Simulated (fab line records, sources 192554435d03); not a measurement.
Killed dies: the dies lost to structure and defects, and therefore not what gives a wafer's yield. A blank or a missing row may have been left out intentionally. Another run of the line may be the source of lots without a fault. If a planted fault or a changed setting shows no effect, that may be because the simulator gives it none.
Split-lot study	flow n5-finfet	21 wafers read from 7 lots, route of 1938 steps

## THE SPLIT ITSELF
At N5_BEOL_M1_HM_DEP_02 (deposits TiN, target thk 20 nm), the setting target-thk-a was moved away from the recipe's 200 angstrom on 3 of the 21 wafers read, by -10.6% to +9.7%. The other wafers ran this setting at the recipe's value.

## FROM THE SPLIT TO THE READING: what the file shows between them, 8 steps
- N5_BEOL_M1_COAT_61: time 60 s, resist thk 60 nm
- N5_BEOL_M1_COAT_62: time 60 s, resist thk 12 nm
- N5_BEOL_M1_STRIP_75: strips in N2/H2
- N5_BEOL_M1_STRIP_66: strips in CF4
- N5_BEOL_M1_HM_OPEN_17: chemistry Cl2/BCl3, target TiN, target depth 20 nm, overetch 6 nm
- N5_BEOL_M1_STRIP_19: strips in O2
- N5_BEOL_M1_STRIP_83: strips in C4F6/O2
- N5_BEOL_M1_STRIP_36: strips in N2/H2

## THE READING
TiN_of_BEOL_M1_HM_DEP_02.thk-nm (the simulator's own value, which no gauge read), in nm, at N5_BEOL_M1_TRENCH_ETCH_37 (etches SiOC in C4F6/O2, target depth 55.207 nm, time 29 s). The file gives no usual value for it. Across the 18 wafers here that went through the recipe, the average is 17.8 nm and the standard deviation 0.16 nm.

wafer	tool, chamber at the split	target-thk-a as run, angstrom	against the recipe	TiN_of_BEOL_M1_HM_DEP_02.thk-nm, nm	against lot-mates on the recipe
L079.1	pvd-sputter-02, -	200	recipe	17.6	-
L079.5	pvd-sputter-02, -	200	recipe	17.8	-
L079.6	pvd-sputter-02, -	200	recipe	17.8	-
L081.1	pvd-sputter-03, -	200	recipe	17.6	-
L081.2	pvd-sputter-03, -	200	recipe	18	-
L081.5	pvd-sputter-03, -	200	recipe	17.8	-
L084.1	pvd-sputter-02, -	200	recipe	17.8	-
L084.4	pvd-sputter-02, -	200	recipe	17.8	-
L084.2	pvd-sputter-02, -	200	recipe	17.4	-
L087.2	pvd-sputter-01, -	178.8	-10.6%	15.6	-2.3
L087.3	pvd-sputter-01, -	200	recipe	18	-
L087.4	pvd-sputter-01, -	200	recipe	17.8	-
L091.2	pvd-sputter-03, -	200	recipe	17.6	-
L091.3	pvd-sputter-03, -	200	recipe	17.8	-
L091.5	pvd-sputter-03, -	200	recipe	18	-
L093.2	pvd-sputter-02, -	200	recipe	17.8	-
L093.6	pvd-sputter-02, -	200	recipe	17.8	-
L093.4	pvd-sputter-02, -	200	recipe	18	-
L096.1	pvd-sputter-03, -	219.4	+9.7%	19.8	+2.0
L096.2	pvd-sputter-03, -	219.4	+9.7%	19.4	+1.6
L096.5	pvd-sputter-03, -	200	recipe	17.8	-

FIT RESULTS
A straight line over all 21 wafers: TiN_of_BEOL_M1_HM_DEP_02.thk-nm changes by +0.194 nm for each +1% of target-thk-a; r = +0.98; the points scatter about the line by 0.17 nm.
The same after taking each lot's own level away (the mean of its wafers on the recipe; 21 wafers): +0.198 nm for each +1%; r = +0.98; scatter 0.16 nm.
That fit puts the effect of the largest move of target-thk-a on the reading at 2.1 nm.
From 17.67 to 17.90 nm: that is the span of the lots' own levels, equal to 1.5 times the standard deviation above.
So the lot-to-lot level changes the slope little: the two slopes agree.
Check: -1.97 nm against its lot-mates is what the line predicts for one of the wafers moved furthest among these (-10.6%) when that wafer is left out of the fit. It came out at -2.3 nm against them.

## THE OTHER SPLITS THESE WAFERS WENT THROUGH
Other splits were also applied to these wafers ahead of the reading. Each is held against what the fit with the lots' levels taken away leaves over:
other split on the same wafers	wafers away from the commonest value	r with TiN_of_BEOL_M1_HM_DEP_02.thk-nm (lot level and that fit taken away)
N5_MOL_CONTACT_COAG_EXPOSE_37 dose-mj	7	+0.24
N5_BEOL_M0_SAQP_COAT_105 spin-rpm	8	+0.19
N5_BEOL_M0_SAQP_ETCH_107 bias-w	8	+0.17
N5_BEOL_M1_ILD_DEP_00 time-s	5	+0.51

## THE WHOLE CHAIN: every reading that the file lists as answering this split, in the file's order
step	what it does	reading	change (the file's fit)	r (the file's)
N5_BEOL_M1_HM_DEP_02	deposits TiN, target thk 20 nm	TiN_of_BEOL_M1_HM_DEP_02.thk-nm (the simulator's own value, which no gauge read)	+0.207 nm for each +1% of the setting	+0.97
N5_BEOL_M1_HM_OPEN_17	chemistry Cl2/BCl3, target TiN, target depth 20 nm, overetch 6 nm	etch.depth-nm (the simulator's own value, which no gauge read)	+0.202 nm for each +1% of the setting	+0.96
N5_BEOL_M1_TRENCH_ETCH_37	etches SiOC in C4F6/O2, target depth 55.207 nm, time 29 s	TiN_of_BEOL_M1_HM_DEP_02.thk-nm (the simulator's own value, which no gauge read)	+0.203 nm for each +1% of the setting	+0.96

## THE FILE'S OWN FIT
TiN_of_BEOL_M1_HM_DEP_02.thk-nm changes by +0.203 nm for each +1% of target-thk-a, r = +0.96.
